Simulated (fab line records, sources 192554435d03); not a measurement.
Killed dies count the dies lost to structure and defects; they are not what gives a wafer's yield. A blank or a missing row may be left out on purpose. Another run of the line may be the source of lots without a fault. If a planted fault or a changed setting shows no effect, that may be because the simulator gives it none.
Matching of chambers / flow n5Finfet / 4 sister chambers for N5_BEOL_M7_ETCH_66 on rieDiel-04
The step etches SOC in N2/H2, target depth 80 nm, overetch 16 nm, time 120 s. 14 wafers are shown with their chamber, then 7 later ones without.

## WAFERS, EACH WITH ITS CHAMBER
wafer=L078.1; chamber=1; showerheadPlenumPTorr (Torr)=2.57; drypumpMotorCurrentA (A)=5.6; throttleValvePct (%)=18.01
wafer=L078.2; chamber=0; showerheadPlenumPTorr (Torr)=2.62; drypumpMotorCurrentA (A)=6.5; throttleValvePct (%)=18.13
wafer=L078.5; chamber=1; showerheadPlenumPTorr (Torr)=2.57; drypumpMotorCurrentA (A)=5.6; throttleValvePct (%)=18.01
wafer=L081.3; chamber=3; showerheadPlenumPTorr (Torr)=2.61; drypumpMotorCurrentA (A)=5.4; throttleValvePct (%)=17.32
wafer=L081.4; chamber=1; showerheadPlenumPTorr (Torr)=2.56; drypumpMotorCurrentA (A)=5.5; throttleValvePct (%)=18.01
wafer=L081.5; chamber=3; showerheadPlenumPTorr (Torr)=2.61; drypumpMotorCurrentA (A)=5.4; throttleValvePct (%)=17.34
wafer=L083.4; chamber=3; showerheadPlenumPTorr (Torr)=2.60; drypumpMotorCurrentA (A)=5.4; throttleValvePct (%)=17.35
wafer=L083.5; chamber=1; showerheadPlenumPTorr (Torr)=2.56; drypumpMotorCurrentA (A)=5.6; throttleValvePct (%)=18.04
wafer=L083.6; chamber=2; showerheadPlenumPTorr (Torr)=2.43; drypumpMotorCurrentA (A)=6.5; throttleValvePct (%)=18.19
wafer=L084.2; chamber=0; showerheadPlenumPTorr (Torr)=2.62; drypumpMotorCurrentA (A)=6.5; throttleValvePct (%)=17.73
wafer=L084.4; chamber=2; showerheadPlenumPTorr (Torr)=2.43; drypumpMotorCurrentA (A)=6.5; throttleValvePct (%)=18.19
wafer=L084.5; chamber=2; showerheadPlenumPTorr (Torr)=2.43; drypumpMotorCurrentA (A)=6.4; throttleValvePct (%)=18.19
wafer=L089.3; chamber=0; showerheadPlenumPTorr (Torr)=2.62; drypumpMotorCurrentA (A)=6.5; throttleValvePct (%)=17.75
wafer=L089.4; chamber=3; showerheadPlenumPTorr (Torr)=2.60; drypumpMotorCurrentA (A)=5.4; throttleValvePct (%)=17.37

SIGNATURES, as means of the wafers listed above
reading=showerheadPlenumPTorr; chamber 0=2.6200; chamber 1=2.5650; chamber 2=2.4300; chamber 3=2.6050; scatter within a chamber=0.00447
reading=drypumpMotorCurrentA; chamber 0=6.500; chamber 1=5.575; chamber 2=6.467; chamber 3=5.400; scatter within a chamber=0.0376
reading=throttleValvePct; chamber 0=17.8700; chamber 1=18.0175; chamber 2=18.1900; chamber 3=17.3450; scatter within a chamber=0.102
Rule: distance of a wafer from a chamber = root of the sum over the readings of ((wafer's reading minus chamber's mean) / reading's scatter) squared. The wafer belongs to the nearest chamber; if the next one is less than 2 further off, it can't be placed. The scatter: take each reading less its chamber's mean, square it, sum over the shown wafers, divide by the number of wafers less the number of chambers, and take the root.

## WAFERS WITH NO CHAMBER GIVEN
wafer=L089.5; showerheadPlenumPTorr (Torr)=2.60; drypumpMotorCurrentA (A)=5.4; throttleValvePct (%)=17.37
wafer=L095.4; showerheadPlenumPTorr (Torr)=2.55; drypumpMotorCurrentA (A)=5.6; throttleValvePct (%)=18.07
wafer=L095.5; showerheadPlenumPTorr (Torr)=2.61; drypumpMotorCurrentA (A)=6.5; throttleValvePct (%)=17.77
wafer=L095.6; showerheadPlenumPTorr (Torr)=2.55; drypumpMotorCurrentA (A)=5.6; throttleValvePct (%)=18.06
wafer=L097.1; showerheadPlenumPTorr (Torr)=2.55; drypumpMotorCurrentA (A)=5.6; throttleValvePct (%)=18.08
wafer=L097.3; showerheadPlenumPTorr (Torr)=2.59; drypumpMotorCurrentA (A)=5.4; throttleValvePct (%)=17.39
wafer=L097.4; showerheadPlenumPTorr (Torr)=2.42; drypumpMotorCurrentA (A)=6.4; throttleValvePct (%)=18.22

## THE CHAMBER EACH PASSED THROUGH
wafer=L089.5; from the rows above=3; in truth=3
wafer=L095.4; from the rows above=1; in truth=1
wafer=L095.5; from the rows above=0; in truth=0
wafer=L095.6; from the rows above=1; in truth=1
wafer=L097.1; from the rows above=1; in truth=1
wafer=L097.3; from the rows above=3; in truth=3
wafer=L097.4; from the rows above=2; in truth=2
Correctly placed: 7 of 7. Not placeable from these rows: 0. Placed wrongly: 0.
